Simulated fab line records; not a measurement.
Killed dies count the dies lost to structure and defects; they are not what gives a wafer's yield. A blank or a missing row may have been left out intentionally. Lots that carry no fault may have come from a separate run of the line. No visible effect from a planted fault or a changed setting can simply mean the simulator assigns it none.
Struck lot and sound lot, side by side + flow nand_harc + 44 out of 1302 route steps
Sound: the wafers L809.1, L809.2, L809.3. Wafers struck: L819.4, L819.5, L819.6. Last of all comes the cause.
Per side, at each step with rows, come the tool, then ch with its chambers, and then its first start. Under that, the readings that differ: sound wafers + struck wafers + difference of the means + sigmas: that difference in standard deviations of wafers without a fault.
alike: a reading whose means differ by less than 2 such deviations, as well as words and numbers matching on both sides. not compared: withheld readings; readings where some wafer has no value; bounds like >300 that might hide an equal value; numbers whose values overlap and for which the record gives no deviation.
A row with sigmas, a row that says differs or no value, or rows on one side alone: a step with any of these is where the two part. When numbers do not overlap yet have no deviation, they are printed without sigmas and do not part them. A reading that every wafer of one side lacks parts them only if that side has two wafers or more.

first, 5 steps without rows for these wafers: NHARC_P_GATE_SOFTBAKE_21 (time 55 s); NHARC_P_GATE_EBR_22; NHARC_P_GATE_EXPOSE_23 (exposes mask P GATE, target cd 120 nm); NHARC_P_GATE_PEB_24 (peb time 65 s); NHARC_P_GATE_DEVELOP_25 (develop time 35 s).
NHARC_P_GATE_CD_MEAS_26: target cd 120 nm.
  sound on cd_sem-01 ch 0, day 8 01:55; struck on cd_sem-03 ch 0, day 12 08:58
  alike: cd_nm
NHARC_P_GATE_OVL_MEAS_27:
  struck on overlay-02, day 12 09:04; sound on overlay-01, day 8 02:00
  alike: overlay_x_nm, overlay_y_nm
NHARC_P_GATE_INSPECT_28:
  struck on defect_inspect-01, day 12 09:05; sound on defect_inspect-01, day 8 02:02
  alike: raw_defect_count
NHARC_P_GATE_DESCUM_31: chemistry O2, time 3 s.
  sound on rie_diel-01 ch 0,2,3, day 8 02:07; struck on rie_diel-01 ch 0,1, day 12 09:09
  alike: drypump_motor_current_A, oes_product_au, rf_vpp_V, showerhead_plenum_p_Torr, throttle_valve_pct
  not compared: rf_hours_counter_h
NHARC_P_GATE_ETCH_104: etches the open film in CF4/CHF3, target depth 60 nm.
  sound on rie_diel-01 ch 0,2,3, day 8 02:11; struck on rie_diel-01 ch 0,1,2, day 12 09:15
| reading               | sound             | struck            | difference | sigmas |
|-----------------------|-------------------|-------------------|------------|--------|
| oes_product_au (a.u.) | 1.003 0.988 0.954 | 0.913 0.948 0.933 | -0.050     | -2     |
  alike: drypump_motor_current_A, rf_vpp_V, showerhead_plenum_p_Torr, throttle_valve_pct
NHARC_P_GATE_HM_OPEN_105: chemistry O2/COS, target depth 360 nm.
  sound on rie_diel-01 ch 0,1,2; struck on rie_diel-01 ch 0,1
  alike: drypump_motor_current_A, oes_product_au, rf_vpp_V, showerhead_plenum_p_Torr, throttle_valve_pct
  not compared: rf_hours_counter_h
then, 1 step without rows for these wafers: NHARC_P_GATE_STRIP_106 (strips in O2/COS).
NHARC_P_GATE_ETCH_114: etches the open film in CF4/O2, target depth 30 nm, overetch 3 nm, time 16.5 s.
  sound on rie_diel-01 ch 1,2,3, day 8 02:00; struck on rie_diel-01 ch 0,3, day 12 09:00
  alike: drypump_motor_current_A, oes_product_au, rf_vpp_V, showerhead_plenum_p_Torr, throttle_valve_pct
  not compared: rf_hours_counter_h
then, 2 steps without rows for these wafers: NHARC_P_GATE_ETCH_32 (etches the open film in HBr/Cl2, target depth 150 nm, time 100.1 s); NHARC_P_GATE_STRIP_108 (strips in O2).
NHARC_P_GATE_CD_MEAS_33:
  struck on cd_sem-03, day 12 09:59; sound on cd_sem-01, day 8 02:54
  alike: cd_nm
then, 5 steps without rows for these wafers: NHARC_P_GATE_STRIP_35 (strips in SPM, time 600 s); NHARC_P_GATE_PRECLEAN_73 (cleans in SC1); NHARC_P_GATE_SRD_74; NHARC_P_GATE_ALD_36 (deposits SiNx, target thk 20 nm, pulse time 60 s, ald cycles 223); NHARC_P_GATE_ETCHBACK_37 (etches the open film in CHF3/O2, target depth 34.5 nm, time 17.2 s).
NHARC_P_GATE_STRIP_101: strips in O2, time 20 s.
  sound on rie_diel-07 ch 0,2,3, day 8 12:55; struck on rie_diel-01 ch 0,1,2, day 12 19:59
  alike: drypump_motor_current_A, oes_product_au, rf_vpp_V, showerhead_plenum_p_Torr, throttle_valve_pct
  not compared: rf_hours_counter_h
then, 12 steps without rows for these wafers: NHARC_P_GATE_PRECLEAN_97 (cleans in SPM, time 600 s); NHARC_P_GATE_SRD_98; NHARC_P_GATE_PRECLEAN_99 (cleans in SC1); NHARC_P_GATE_SRD_100; NHARC_P_GATE_DEHYDRATE_38 (time 120 s); NHARC_P_GATE_HMDS_39 (time 30 s); NHARC_P_GATE_COAT_40; NHARC_P_GATE_SOFTBAKE_41 (time 95 s); NHARC_P_GATE_EBR_42; NHARC_P_GATE_EXPOSE_43 (exposes mask P NSD, target cd 720 nm); NHARC_P_GATE_PEB_44 (peb time 85 s); NHARC_P_GATE_DEVELOP_45 (time 70 s).
NHARC_P_GATE_CD_MEAS_46: target cd 720 nm.
  sound on cd_sem-03 ch 0, day 8 13:50; struck on cd_sem-02 ch 0, day 12 20:47
| reading    | sound             | struck            | difference | sigmas |
|------------|-------------------|-------------------|------------|--------|
| cd_nm (nm) | 723.2 721.1 720.8 | 716.0 719.9 715.3 | -4.6       | -2     |
then, 1 step without rows for these wafers: NHARC_P_GATE_HARDBAKE_47 (time 80 s).
NHARC_P_GATE_DESCUM_48: chemistry O2, time 3 s.
  sound on rie_diel-13 ch 0,2,3, day 8 14:00; struck on rie_diel-13 ch 1,2, day 12 20:56
  alike: drypump_motor_current_A, oes_product_au, rf_vpp_V, showerhead_plenum_p_Torr, throttle_valve_pct
  not compared: rf_hours_counter_h
then, 5 steps without rows for these wafers: NHARC_P_GATE_IMPLANT_49; NHARC_P_GATE_STRIP_111 (strips in N2/H2, time 250 s); NHARC_P_GATE_STRIP_75 (strips in O2); NHARC_P_GATE_STRIP_50 (strips in SPM, time 900 s); NHARC_P_GATE_DEHYDRATE_51 (time 120 s).
NHARC_P_GATE_INSPECT_68:
  struck on defect_inspect-02, day 13 03:05; sound on defect_inspect-01, day 8 20:23
| reading          | sound       | struck      | difference | sigmas |
|------------------|-------------|-------------|------------|--------|
| raw_defect_count | 183 173 263 | 676 676 705 | +479       | +6     |
-- break in the record here, with 18 days between the starts of the struck wafers on either side (left off in module P_GATE, picked up again in module END, where the first step shown is number 1302 on the route) --
NHARC_END_SORT_01:
  only the struck wafers appear in the record here, on prober-02 ch 0 at day 31 00:49; the sound ones have no rows

WHERE THEY PART
At NHARC_P_GATE_ETCH_104 first; at NHARC_END_SORT_01 last (within this record only).

WHY: what the simulator had put in
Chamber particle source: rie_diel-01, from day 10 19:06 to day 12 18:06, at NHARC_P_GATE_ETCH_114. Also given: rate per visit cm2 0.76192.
